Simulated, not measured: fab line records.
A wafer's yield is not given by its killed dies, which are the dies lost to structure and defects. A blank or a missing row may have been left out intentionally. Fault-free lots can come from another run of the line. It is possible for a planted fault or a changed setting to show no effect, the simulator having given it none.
The tool behind it: which one?	flow n5_finfet	11 lots (32 wafers sampled), 1 step of a 1938-step route

WHAT THE GAUGES SHOWED, per wafer
N5_BEOL_M10_OVL_MEAS_12.
lot	measured	on	M10_OVL (nm)
L955	day 9 12:04	overlay-01	1.0 0.4 -0.6
L957	day 10 03:27	overlay-02	0.4 1.0 -0.6
L958	day 10 15:29	overlay-01	0.8 -0.2 0.6
L959	day 10 20:13	overlay-01	1.5 1.0 1.8
L960	day 11 04:07	overlay-02	0.8 -0.3 -0.1
L969	day 13 12:34	overlay-02	0.6 -0.7
L971	day 14 02:28	overlay-01	0.1 1.9 0.4
L974	day 14 15:48	overlay-02	1.0 1.3 0.7
L975	day 15 01:28	overlay-01	0.6 1.6 -0.5
L976	day 15 07:02	overlay-02	0.1 0.3 2.3
L978	day 15 17:07	overlay-02	-0.2 -1.1 0.0

WHAT TOOL EACH LOT RAN ON (gives the tool, then ch and the chambers of the sampled wafers, and finally the start)
The record holds no process step before these readings.

THE ANSWER, worked out from the rows above alone
Rule: what is usual is taken from the lots themselves. The widest of any qualifying gaps counts: lots, ordered by their means at a reading, are off when they make up no more than a third of the lots, leave a main group of 4 or more, and stand apart from it by 3 or more times the standard deviation of that group's means. If all means in a main group match to the digits the tables above print for the reading, that group is not used. A lot without any number at a reading at which 4 lots or more have one is off too. Any other lot the step has rows for is counted as sound.
No lot is off on any of the readings shown, so nothing can be concluded from this.

WHAT THE SIMULATOR HAD PUT IN
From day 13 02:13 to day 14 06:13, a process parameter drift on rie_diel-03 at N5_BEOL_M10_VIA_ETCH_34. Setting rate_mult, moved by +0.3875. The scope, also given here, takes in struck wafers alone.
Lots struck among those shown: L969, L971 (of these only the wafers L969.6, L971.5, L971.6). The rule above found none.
